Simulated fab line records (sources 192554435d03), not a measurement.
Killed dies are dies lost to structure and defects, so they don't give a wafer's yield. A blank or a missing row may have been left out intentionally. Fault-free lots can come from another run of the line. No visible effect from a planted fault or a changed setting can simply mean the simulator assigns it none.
fab line records / flow n5Finfet
[record] lots = 5 wafers = 14 lastDay = 17
route steps=1938 shown BEOL_M9@1406 PASSIVATION@1936
lots that met no fault: taken from a fault-free run of the same line
startH: start of the lot's first displayed wafer, in hours after the record's first day / waitH: how many hours have passed since the lot's step before this one / " as in the row above / L1.1+2: one row covering several wafers at once / - no value, or no start given / * or withheld: withheld / < > ~ a bound
route shown NAME@n: NAME is a module with steps in the file, n the number in the route of the first one / usual: mean and standard deviation over wafers with no fault / same: alike in all rows / chamber/n: place in a boat / sites: the reading at each site / _std_site: standard deviation across them / _edge_site: inner sites' mean taken away from outer sites' mean / radiusMm: how far each site lies from the wafer's centre / mask NAME#n: copy n / behind: the most recent tool/chamber to have shaped the wafer / hold: reason for holding the lot/hours on hold/outcome of the hold / device: the transistor (n, p or np) that didn't switch / end of line: the route-end tests of the same wafers / where a step has no rows: the recipe by itself / killed: at the first sort, the dies lost to defects and structure; wafer yield is something else / map: per-die view of a wafer (x killed, . not killed, _ where there is no die)
set.NAME: the run value of the setting; set.NAME@STEP: its run value at that earlier step / model.NAME: the simulator's own value behind a step, which no gauge read
lots at selected steps of the route; one table per step, one row per wafer
services: a tool's chamber out of use, with start hour (startH, from the record's first day; less than 0 if before it), hours out, and reason
[[steps]]
[step N5_BEOL_M9_COAT_59]
[recipe] resist = SOC tempC = 250 timeS = 60 spinRpm = 1500 resistThkNm = 100
[step N5_BEOL_M9_COAT_60]
[recipe] resist = SiARC tempC = 220 timeS = 60 spinRpm = 1500 resistThkNm = 30
[step N5_BEOL_M9_COAT_05]
[recipe] resist = CAR-ArF spinRpm = 1500 resistThkNm = 90
[step N5_BEOL_M9_EBR_07]
[recipe] solvent = PGMEA ebrWidthMm = 1.5
[step N5_BEOL_M9_SOFTBAKE_06]
[recipe] tempC = 110 timeS = 60 resist = CAR-ArF
[step N5_BEOL_M9_EXPOSE_08]
[recipe] maskId = M9 na = 1.35 sourceShape = dipole sigmaInner = 0.411 sigmaOuter = 0.611 polarization = te doseMj = 53.75
[step N5_BEOL_M9_PEB_09]
[recipe] pebTempC = withheld pebTimeS = 60 resist = CAR-ArF
[step N5_BEOL_M9_DEVELOP_10]
[recipe] developTimeS = 30 developer = TMAH resist = CAR-ArF rinseLiquid = diw dry = airSpin devTempC = 23
[step N5_BEOL_M9_CD_MEAS_11]
[recipe] targetCdNm = 64.1 landingEnergyEv = 500 detector = seInlens polarity = opening
[usual] cdNm = 64.1/0.46
lot.wafer=L792.1 tool=cdSem-03 chamber=0 startH=223.79 waitH=- cdNm=64.2
lot.wafer=L792.2 tool=cdSem-03 chamber=0 startH=223.79 waitH=- cdNm=63.4
lot.wafer=L792.3 tool=cdSem-03 chamber=0 startH=223.79 waitH=- cdNm=64.0
lot.wafer=L794.2 tool=cdSem-02 chamber=0 startH=225.51 waitH=- cdNm=64.7
lot.wafer=L794.3 tool=cdSem-02 chamber=0 startH=225.51 waitH=- cdNm=64.8
lot.wafer=L794.5 tool=cdSem-02 chamber=0 startH=225.51 waitH=- cdNm=64.9
lot.wafer=L803.1 tool=cdSem-03 chamber=0 startH=282.25 waitH=- cdNm=64.6
lot.wafer=L803.4 tool=cdSem-03 chamber=0 startH=282.25 waitH=- cdNm=63.8
lot.wafer=L808.2 tool=cdSem-03 chamber=0 startH=320.72 waitH=- cdNm=63.8
lot.wafer=L808.4 tool=cdSem-03 chamber=0 startH=320.72 waitH=- cdNm=64.2
lot.wafer=L808.5 tool=cdSem-03 chamber=0 startH=320.72 waitH=- cdNm=63.4
lot.wafer=L811.1 tool=cdSem-03 chamber=0 startH=329.85 waitH=- cdNm=64.4
lot.wafer=L811.4 tool=cdSem-03 chamber=0 startH=329.85 waitH=- cdNm=64.6
lot.wafer=L811.5 tool=cdSem-03 chamber=0 startH=329.85 waitH=- cdNm=63.7
[step N5_BEOL_M9_OVL_MEAS_12]
[recipe] pointsPerWafer = 44
[usual] M9_OVL = -0.3/0.85
lot.wafer=L792.1 tool=overlay-02 chamber=0 startH=223.82 waitH=0.0 M9_OVL[nm]=-0.3
lot.wafer=L792.2 tool=overlay-02 chamber=0 startH=223.82 waitH=0.0 M9_OVL[nm]=1.0
lot.wafer=L792.3 tool=overlay-02 chamber=0 startH=223.82 waitH=0.0 M9_OVL[nm]=0.2
lot.wafer=L794.2 tool=overlay-02 chamber=0 startH=225.54 waitH=0.0 M9_OVL[nm]=-0.4
lot.wafer=L794.3 tool=overlay-02 chamber=0 startH=225.54 waitH=0.0 M9_OVL[nm]=0.2
lot.wafer=L794.5 tool=overlay-02 chamber=0 startH=225.54 waitH=0.0 M9_OVL[nm]=1.2
lot.wafer=L803.1 tool=overlay-02 chamber=0 startH=282.28 waitH=0.0 M9_OVL[nm]=-0.6
lot.wafer=L803.4 tool=overlay-02 chamber=0 startH=282.28 waitH=0.0 M9_OVL[nm]=-1.4
lot.wafer=L808.2 tool=overlay-01 chamber=0 startH=320.75 waitH=0.0 M9_OVL[nm]=-0.2
lot.wafer=L808.4 tool=overlay-01 chamber=0 startH=320.75 waitH=0.0 M9_OVL[nm]=1.2
lot.wafer=L808.5 tool=overlay-01 chamber=0 startH=320.75 waitH=0.0 M9_OVL[nm]=-0.7
lot.wafer=L811.1 tool=overlay-02 chamber=0 startH=329.88 waitH=0.0 M9_OVL[nm]=-0.8
lot.wafer=L811.4 tool=overlay-02 chamber=0 startH=329.88 waitH=0.0 M9_OVL[nm]=-0.6
lot.wafer=L811.5 tool=overlay-02 chamber=0 startH=329.88 waitH=0.0 M9_OVL[nm]=-0.3
[step N5_BEOL_M9_INSPECT_13]
[recipe] mode = adi inspectInstrument = brightfield
[usual] rawDefectCount = 426/110
lot.wafer=L792.1 tool=defectInspect-02 chamber=- startH=223.85 waitH=0.0 rawDefectCount=532
lot.wafer=L792.2 tool=defectInspect-02 chamber=- startH=223.85 waitH=0.0 rawDefectCount=647
lot.wafer=L792.3 tool=defectInspect-02 chamber=- startH=223.85 waitH=0.0 rawDefectCount=574
lot.wafer=L794.2 tool=defectInspect-02 chamber=- startH=225.57 waitH=0.0 rawDefectCount=589
lot.wafer=L794.3 tool=defectInspect-02 chamber=- startH=225.57 waitH=0.0 rawDefectCount=342
lot.wafer=L794.5 tool=defectInspect-02 chamber=- startH=225.57 waitH=0.0 rawDefectCount=331
lot.wafer=L803.1 tool=defectInspect-02 chamber=- startH=282.30 waitH=0.0 rawDefectCount=490
lot.wafer=L803.4 tool=defectInspect-02 chamber=- startH=282.30 waitH=0.0 rawDefectCount=581
lot.wafer=L808.2 tool=defectInspect-02 chamber=- startH=320.77 waitH=0.0 rawDefectCount=388
lot.wafer=L808.4 tool=defectInspect-02 chamber=- startH=320.77 waitH=0.0 rawDefectCount=360
lot.wafer=L808.5 tool=defectInspect-02 chamber=- startH=320.77 waitH=0.0 rawDefectCount=388
lot.wafer=L811.1 tool=defectInspect-02 chamber=- startH=329.90 waitH=0.0 rawDefectCount=437
lot.wafer=L811.4 tool=defectInspect-02 chamber=- startH=329.90 waitH=0.0 rawDefectCount=322
lot.wafer=L811.5 tool=defectInspect-02 chamber=- startH=329.90 waitH=0.0 rawDefectCount=313
[step N5_BEOL_M9_DESCUM_16]
[recipe] chemistry = O2 timeS = 7.9 sourcePowerW = 50 biasPowerW = 20 pressureMtorr = 20 rfFrequencyHz = 2.712e+07 tempC = 40 resist = CAR-ArF o2FlowSccm = 225
[usual] chamberPressureMTorr = 19.998/0.018 drypumpMotorCurrentA = 5.5/0.41 oesProductAu = 0.79/0.091 rfVppV = 243.5/1.4 showerheadPlenumPTorr = 2.11/0.067 throttleValvePct = 20.39/0.21
lot.wafer=L792.1 tool=rieDiel-06 chamber=0 startH=223.88 waitH=0.0 chamberPressureMTorr=20.013 drypumpMotorCurrentA=5.5 oesProductAu=0.75 rfHoursCounterH=164 rfVppV=243.5 showerheadPlenumPTorr=2.01 throttleValvePct=20.68
lot.wafer=L792.2 tool=rieDiel-06 chamber=1 startH=223.88 waitH=0.0 chamberPressureMTorr=20.012 drypumpMotorCurrentA=5.3 oesProductAu=0.85 rfHoursCounterH=74 rfVppV=244.2 showerheadPlenumPTorr=2.12 throttleValvePct=20.50
lot.wafer=L792.3 tool=rieDiel-06 chamber=2 startH=223.88 waitH=0.0 chamberPressureMTorr=19.943 drypumpMotorCurrentA=5.7 oesProductAu=0.73 rfHoursCounterH=152 rfVppV=241.8 showerheadPlenumPTorr=2.01 throttleValvePct=20.83
lot.wafer=L794.2 tool=rieDiel-05 chamber=1 startH=225.72 waitH=0.2 chamberPressureMTorr=19.989 drypumpMotorCurrentA=5.6 oesProductAu=0.94 rfHoursCounterH=6 rfVppV=245.0 showerheadPlenumPTorr=2.23 throttleValvePct=20.43
lot.wafer=L794.3 tool=rieDiel-05 chamber=3 startH=225.72 waitH=0.2 chamberPressureMTorr=19.986 drypumpMotorCurrentA=5.4 oesProductAu=0.72 rfHoursCounterH=186 rfVppV=244.0 showerheadPlenumPTorr=2.18 throttleValvePct=20.43
lot.wafer=L794.5 tool=rieDiel-05 chamber=1 startH=225.72 waitH=0.2 chamberPressureMTorr=19.994 drypumpMotorCurrentA=5.6 oesProductAu=0.94 rfHoursCounterH=- rfVppV=244.9 showerheadPlenumPTorr=2.23 throttleValvePct=20.43
lot.wafer=L803.1 tool=rieDiel-05 chamber=3 startH=282.40 waitH=0.1 chamberPressureMTorr=20.009 drypumpMotorCurrentA=5.4 oesProductAu=0.72 rfHoursCounterH=201 rfVppV=244.4 showerheadPlenumPTorr=2.17 throttleValvePct=20.44
lot.wafer=L803.4 tool=rieDiel-05 chamber=1 startH=282.40 waitH=0.1 chamberPressureMTorr=20.012 drypumpMotorCurrentA=5.6 oesProductAu=0.89 rfHoursCounterH=24 rfVppV=245.6 showerheadPlenumPTorr=2.22 throttleValvePct=20.46
lot.wafer=L808.2 tool=rieDiel-03 chamber=2 startH=320.80 waitH=0.0 chamberPressureMTorr=20.016 drypumpMotorCurrentA=4.8 oesProductAu=0.86 rfHoursCounterH=39 rfVppV=241.5 showerheadPlenumPTorr=2.04 throttleValvePct=19.92
lot.wafer=L808.4 tool=rieDiel-03 chamber=1 startH=320.80 waitH=0.0 chamberPressureMTorr=20.021 drypumpMotorCurrentA=5.2 oesProductAu=0.68 rfHoursCounterH=243 rfVppV=244.0 showerheadPlenumPTorr=2.14 throttleValvePct=20.45
lot.wafer=L808.5 tool=rieDiel-03 chamber=3 startH=320.80 waitH=0.0 chamberPressureMTorr=19.993 drypumpMotorCurrentA=5.1 oesProductAu=0.79 rfHoursCounterH=- rfVppV=244.5 showerheadPlenumPTorr=2.10 throttleValvePct=20.32
lot.wafer=L811.1 tool=rieDiel-06 chamber=3 startH=329.94 waitH=0.0 chamberPressureMTorr=19.974 drypumpMotorCurrentA=6.8 oesProductAu=0.82 rfHoursCounterH=87 rfVppV=243.0 showerheadPlenumPTorr=2.11 throttleValvePct=20.22
lot.wafer=L811.4 tool=rieDiel-06 chamber=2 startH=329.94 waitH=0.0 chamberPressureMTorr=19.953 drypumpMotorCurrentA=5.7 oesProductAu=0.71 rfHoursCounterH=188 rfVppV=242.1 showerheadPlenumPTorr=1.99 throttleValvePct=20.86
lot.wafer=L811.5 tool=rieDiel-06 chamber=0 startH=329.94 waitH=0.0 chamberPressureMTorr=20.009 drypumpMotorCurrentA=5.4 oesProductAu=0.72 rfHoursCounterH=- rfVppV=242.1 showerheadPlenumPTorr=1.99 throttleValvePct=20.74
[step N5_BEOL_M9_ETCH_61]
[recipe] chemistry = CF4 target = SiARC targetDepthA = 390 maskMaterial = CAR-ArF timeS = 65 ionEnergyEv = 80 pressureMtorr = 40 sourceW = 545 biasW = 36 Ar_flow_sccm = 100 cf4FlowSccm = 100 ends = cleared
[usual] chamberPressureMTorr = 40.00/0.034 drypumpMotorCurrentA = 5.5/0.42 etchRfOnTimeS = 65.4/1.1 oesProductAu = 0.68/0.077 rfVppV = 184.3/1.1 showerheadPlenumPTorr = 2.16/0.064 throttleValvePct = 15.60/0.2
lot.wafer=L792.1 tool=rieDiel-06 chamber=0 startH=223.92 waitH=0.0 chamberPressureMTorr=39.97 drypumpMotorCurrentA=5.5 etchRfOnTimeS=64.8 oesProductAu=0.64 rfHoursCounterH=164 rfVppV=182.6 showerheadPlenumPTorr=2.06 throttleValvePct=15.84
lot.wafer=L792.2 tool=rieDiel-06 chamber=1 startH=223.92 waitH=0.0 chamberPressureMTorr=40.05 drypumpMotorCurrentA=5.3 etchRfOnTimeS=65.1 oesProductAu=0.72 rfHoursCounterH=74 rfVppV=183.8 showerheadPlenumPTorr=2.18 throttleValvePct=15.66
lot.wafer=L792.3 tool=rieDiel-06 chamber=2 startH=223.92 waitH=0.0 chamberPressureMTorr=40.00 drypumpMotorCurrentA=5.7 etchRfOnTimeS=67.0 oesProductAu=0.62 rfHoursCounterH=152 rfVppV=182.6 showerheadPlenumPTorr=2.06 throttleValvePct=16.01
lot.wafer=L794.2 tool=rieDiel-05 chamber=1 startH=225.76 waitH=0.0 chamberPressureMTorr=40.00 drypumpMotorCurrentA=5.6 etchRfOnTimeS=63.4 oesProductAu=0.80 rfHoursCounterH=6 rfVppV=184.6 showerheadPlenumPTorr=2.27 throttleValvePct=15.56
lot.wafer=L794.3 tool=rieDiel-05 chamber=3 startH=225.76 waitH=0.0 chamberPressureMTorr=40.00 drypumpMotorCurrentA=5.4 etchRfOnTimeS=65.7 oesProductAu=0.62 rfHoursCounterH=186 rfVppV=185.1 showerheadPlenumPTorr=2.22 throttleValvePct=15.68
lot.wafer=L794.5 tool=rieDiel-05 chamber=1 startH=225.76 waitH=0.0 chamberPressureMTorr=39.94 drypumpMotorCurrentA=5.6 etchRfOnTimeS=63.3 oesProductAu=0.80 rfHoursCounterH=- rfVppV=186.1 showerheadPlenumPTorr=2.28 throttleValvePct=15.57
lot.wafer=L803.1 tool=rieDiel-05 chamber=3 startH=282.43 waitH=0.0 chamberPressureMTorr=39.99 drypumpMotorCurrentA=5.4 etchRfOnTimeS=124.1 oesProductAu=0.50 rfHoursCounterH=201 rfVppV=185.9 showerheadPlenumPTorr=2.22 throttleValvePct=15.70
lot.wafer=L803.4 tool=rieDiel-05 chamber=1 startH=282.43 waitH=0.0 chamberPressureMTorr=40.04 drypumpMotorCurrentA=5.6 etchRfOnTimeS=120.4 oesProductAu=0.63 rfHoursCounterH=24 rfVppV=185.0 showerheadPlenumPTorr=2.27 throttleValvePct=15.59
lot.wafer=L808.2 tool=rieDiel-03 chamber=2 startH=320.84 waitH=0.0 chamberPressureMTorr=39.97 drypumpMotorCurrentA=4.8 etchRfOnTimeS=65.6 oesProductAu=0.75 rfHoursCounterH=39 rfVppV=183.0 showerheadPlenumPTorr=2.10 throttleValvePct=15.12
lot.wafer=L808.4 tool=rieDiel-03 chamber=1 startH=320.84 waitH=0.0 chamberPressureMTorr=40.00 drypumpMotorCurrentA=5.2 etchRfOnTimeS=67.6 oesProductAu=0.58 rfHoursCounterH=243 rfVppV=184.6 showerheadPlenumPTorr=2.20 throttleValvePct=15.74
lot.wafer=L808.5 tool=rieDiel-03 chamber=3 startH=320.84 waitH=0.0 chamberPressureMTorr=39.95 drypumpMotorCurrentA=5.1 etchRfOnTimeS=65.1 oesProductAu=0.68 rfHoursCounterH=- rfVppV=184.0 showerheadPlenumPTorr=2.15 throttleValvePct=15.55
lot.wafer=L811.1 tool=rieDiel-06 chamber=3 startH=329.98 waitH=0.0 chamberPressureMTorr=39.96 drypumpMotorCurrentA=6.8 etchRfOnTimeS=64.5 oesProductAu=0.70 rfHoursCounterH=87 rfVppV=185.8 showerheadPlenumPTorr=2.17 throttleValvePct=15.49
lot.wafer=L811.4 tool=rieDiel-06 chamber=2 startH=329.98 waitH=0.0 chamberPressureMTorr=39.95 drypumpMotorCurrentA=5.7 etchRfOnTimeS=66.7 oesProductAu=0.60 rfHoursCounterH=188 rfVppV=183.1 showerheadPlenumPTorr=2.05 throttleValvePct=16.07
lot.wafer=L811.5 tool=rieDiel-06 chamber=0 startH=329.98 waitH=0.0 chamberPressureMTorr=40.02 drypumpMotorCurrentA=5.5 etchRfOnTimeS=64.5 oesProductAu=0.62 rfHoursCounterH=- rfVppV=182.6 showerheadPlenumPTorr=2.05 throttleValvePct=15.92
[step N5_BEOL_M9_ETCH_62]
[recipe] chemistry = N2/H2 target = SOC targetDepthA = 1100 overetchA = 220 maskMaterial = SiARC tempC = 40 timeS = 165 ionEnergyEv = 200 pressureMtorr = 30 sourceW = 840 biasW = 150 n2FlowSccm = 200 h2FlowSccm = 200
[usual] chamberPressureMTorr = 29.997/0.027 drypumpMotorCurrentA = 5.5/0.42 oesProductAu = 0.67/0.072 rfVppV = 524.4/2.4 showerheadPlenumPTorr = 2.57/0.083 throttleValvePct = 17.78/0.24
lot.wafer=L792.1 tool=rieDiel-06 chamber=0 startH=223.97 waitH=0.0 chamberPressureMTorr=29.997 drypumpMotorCurrentA=5.5 oesProductAu=0.64 rfHoursCounterH=164 rfVppV=521.6 showerheadPlenumPTorr=2.42 throttleValvePct=18.00
lot.wafer=L792.2 tool=rieDiel-06 chamber=1 startH=223.97 waitH=0.0 chamberPressureMTorr=29.971 drypumpMotorCurrentA=5.4 oesProductAu=0.73 rfHoursCounterH=74 rfVppV=525.5 showerheadPlenumPTorr=2.58 throttleValvePct=17.94
lot.wafer=L792.3 tool=rieDiel-06 chamber=2 startH=223.97 waitH=0.0 chamberPressureMTorr=29.991 drypumpMotorCurrentA=5.7 oesProductAu=0.62 rfHoursCounterH=152 rfVppV=521.7 showerheadPlenumPTorr=2.45 throttleValvePct=18.30
lot.wafer=L794.2 tool=rieDiel-05 chamber=1 startH=225.81 waitH=0.0 chamberPressureMTorr=30.003 drypumpMotorCurrentA=5.6 oesProductAu=0.79 rfHoursCounterH=7 rfVppV=527.4 showerheadPlenumPTorr=2.71 throttleValvePct=17.81
lot.wafer=L794.3 tool=rieDiel-05 chamber=3 startH=225.81 waitH=0.0 chamberPressureMTorr=30.022 drypumpMotorCurrentA=5.4 oesProductAu=0.62 rfHoursCounterH=186 rfVppV=527.4 showerheadPlenumPTorr=2.64 throttleValvePct=17.76
lot.wafer=L794.5 tool=rieDiel-05 chamber=1 startH=225.81 waitH=0.0 chamberPressureMTorr=30.013 drypumpMotorCurrentA=5.6 oesProductAu=0.79 rfHoursCounterH=- rfVppV=526.8 showerheadPlenumPTorr=2.71 throttleValvePct=17.79
lot.wafer=L803.1 tool=rieDiel-05 chamber=3 startH=282.48 waitH=0.0 chamberPressureMTorr=30.039 drypumpMotorCurrentA=5.4 oesProductAu=0.61 rfHoursCounterH=201 rfVppV=524.9 showerheadPlenumPTorr=2.63 throttleValvePct=17.79
lot.wafer=L803.4 tool=rieDiel-05 chamber=1 startH=282.48 waitH=0.0 chamberPressureMTorr=29.966 drypumpMotorCurrentA=5.6 oesProductAu=0.75 rfHoursCounterH=24 rfVppV=528.7 showerheadPlenumPTorr=2.70 throttleValvePct=17.84
lot.wafer=L808.2 tool=rieDiel-03 chamber=2 startH=320.89 waitH=0.0 chamberPressureMTorr=29.995 drypumpMotorCurrentA=4.8 oesProductAu=0.74 rfHoursCounterH=40 rfVppV=520.6 showerheadPlenumPTorr=2.47 throttleValvePct=17.27
lot.wafer=L808.4 tool=rieDiel-03 chamber=1 startH=320.89 waitH=0.0 chamberPressureMTorr=29.967 drypumpMotorCurrentA=5.2 oesProductAu=0.59 rfHoursCounterH=243 rfVppV=525.2 showerheadPlenumPTorr=2.61 throttleValvePct=17.92
lot.wafer=L808.5 tool=rieDiel-03 chamber=3 startH=320.89 waitH=0.0 chamberPressureMTorr=29.973 drypumpMotorCurrentA=5.1 oesProductAu=0.68 rfHoursCounterH=- rfVppV=524.4 showerheadPlenumPTorr=2.55 throttleValvePct=17.70
lot.wafer=L811.1 tool=rieDiel-06 chamber=3 startH=330.03 waitH=0.0 chamberPressureMTorr=29.956 drypumpMotorCurrentA=6.8 oesProductAu=0.69 rfHoursCounterH=87 rfVppV=524.5 showerheadPlenumPTorr=2.57 throttleValvePct=17.60
lot.wafer=L811.4 tool=rieDiel-06 chamber=2 startH=330.03 waitH=0.0 chamberPressureMTorr=29.996 drypumpMotorCurrentA=5.7 oesProductAu=0.61 rfHoursCounterH=188 rfVppV=520.6 showerheadPlenumPTorr=2.43 throttleValvePct=18.35
lot.wafer=L811.5 tool=rieDiel-06 chamber=0 startH=330.03 waitH=0.0 chamberPressureMTorr=29.974 drypumpMotorCurrentA=5.5 oesProductAu=0.61 rfHoursCounterH=- rfVppV=518.5 showerheadPlenumPTorr=2.41 throttleValvePct=18.04
[step N5_PASSIVATION_PROBE_49]
[usual] defectLimitedYield = 91.1/1.4 killed_at_M0_to_M3 = 35/8.7 killed_at_M4_up = 14/5.3 killedAtContacts = 12/6.2 killedAtFrontEnd = 41/12 killedAtOther = 3.4/2.6 killedDies = 105/16 killedOpen = 67/13 killedShort = 36/7.3 sort_bin_5_function = 5.2/0.96 sort_bin_6_memory = 3.3/0.6 sortNPass = 1075/16 sortYieldPct = 91.1/1.4
[same] grossDies = 1180 killedAtBackSide = 0 sort_bin_4_leakage[%] = 0 sort_bin_8_speed[%] = 0
lot.wafer=L794.2 tool=prober-02 chamber=- startH=281.37 waitH=0.1 defectLimitedYield[%]=89.4 killed_at_M0_to_M3=37 killed_at_M4_up=12 killedAtContacts=15 killedAtFrontEnd=60 killedAtOther=1 killedDies=125 killedOpen=82 killedShort=41 sort_bin_5_function[%]=6.4 sort_bin_6_memory[%]=3.9 sortNPass=1055 sortYieldPct[%]=89.4
lot.wafer=L794.3 tool=prober-02 chamber=- startH=281.42 waitH=0.1 defectLimitedYield[%]=91.0 killed_at_M0_to_M3=38 killed_at_M4_up=12 killedAtContacts=6 killedAtFrontEnd=50 killedAtOther=0 killedDies=106 killedOpen=66 killedShort=40 sort_bin_5_function[%]=4.4 sort_bin_6_memory[%]=4.2 sortNPass=1074 sortYieldPct[%]=91.0
lot.wafer=L794.5 tool=prober-02 chamber=- startH=281.52 waitH=0.2 defectLimitedYield[%]=89.2 killed_at_M0_to_M3=46 killed_at_M4_up=10 killedAtContacts=3 killedAtFrontEnd=63 killedAtOther=5 killedDies=127 killedOpen=72 killedShort=53 sort_bin_5_function[%]=6.9 sort_bin_6_memory[%]=3.2 sortNPass=1053 sortYieldPct[%]=89.2
// killed by level:class
L794.2 FIN_SAQP:geometricParticle:open=19 FIN_SAQP:geometricParticle:short=12 MOL_CONTACT_COAG:geometricParticle:open=10 BEOL_M2:geometricParticle:open=10 BEOL_M0_SAQP:geometricParticle:short=7 BEOL_M0_SAQP:geometricParticle:open=7 STI_FIN_REVEAL:geometricParticle:open=6 GATE_CUT:geometricParticle:short=4
L794.3 FIN_SAQP:geometricParticle:open=15 FIN_SAQP:geometricParticle:short=13 BEOL_M0_SAQP:geometricParticle:short=12 BEOL_M3:geometricParticle:open=8 BEOL_M0_SAQP:geometricParticle:open=7 DUMMY_GATE:geometricParticle:open=5 STI_FIN_REVEAL:geometricParticle:open=4 GATE_CUT:geometricParticle:short=4
L794.5 FIN_SAQP:geometricParticle:short=24 FIN_SAQP:geometricParticle:open=18 BEOL_M0_SAQP:geometricParticle:open=15 BEOL_M0_SAQP:geometricParticle:short=12 STI_FIN_REVEAL:geometricParticle:open=7 BEOL_M3:geometricParticle:open=5 STARTING-WAFER:geometricParticle:open=4 BEOL_M0:geometricParticle:open=4
[[services]]
tool=rieDiel-03 chamber=2 startH=208.36 hours=12.5 kind=repair
tool=rieDiel-03 chamber=3 startH=217.87 hours=22.0 kind=repair
tool=rieDiel-05 chamber=2 startH=219.60 hours=- kind=clean
tool=rieDiel-05 chamber=2 startH=219.60 hours=- kind=consumableReplace:focusRing
tool=rieDiel-05 chamber=2 startH=219.60 hours=16.4 kind=scheduledDown
tool=rieDiel-05 chamber=2 startH=219.60 hours=16.4 kind=ventCycle
tool=rieDiel-05 chamber=3 startH=240.96 hours=8.6 kind=repair
tool=rieDiel-05 chamber=2 startH=283.44 hours=5.7 kind=repair
tool=rieDiel-03 chamber=1 startH=291.24 hours=4.8 kind=repair
tool=rieDiel-03 chamber=- startH=296.14 hours=0.2 kind=repair
tool=rieDiel-06 chamber=- startH=307.82 hours=0.2 kind=repair
[[key]]
[firstSign] step = N5_BEOL_M9_ETCH_61 reading = etchRfOnTimeS direction = up sigmas = 54 usual = * struck = *
effect none on later readings
metAt N5_BEOL_M9_ETCH_61
struckWafers L803.1,L803.4
onsetBetween 225.76 282.43
[fault] kind = processParameterDrift tool = rieDiel-05 chamber = - onsetH = 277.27 steps = N5_BEOL_M9_ETCH_61 channel = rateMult offset = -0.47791 shape = step endH = 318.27 scope = struckWafersOnly
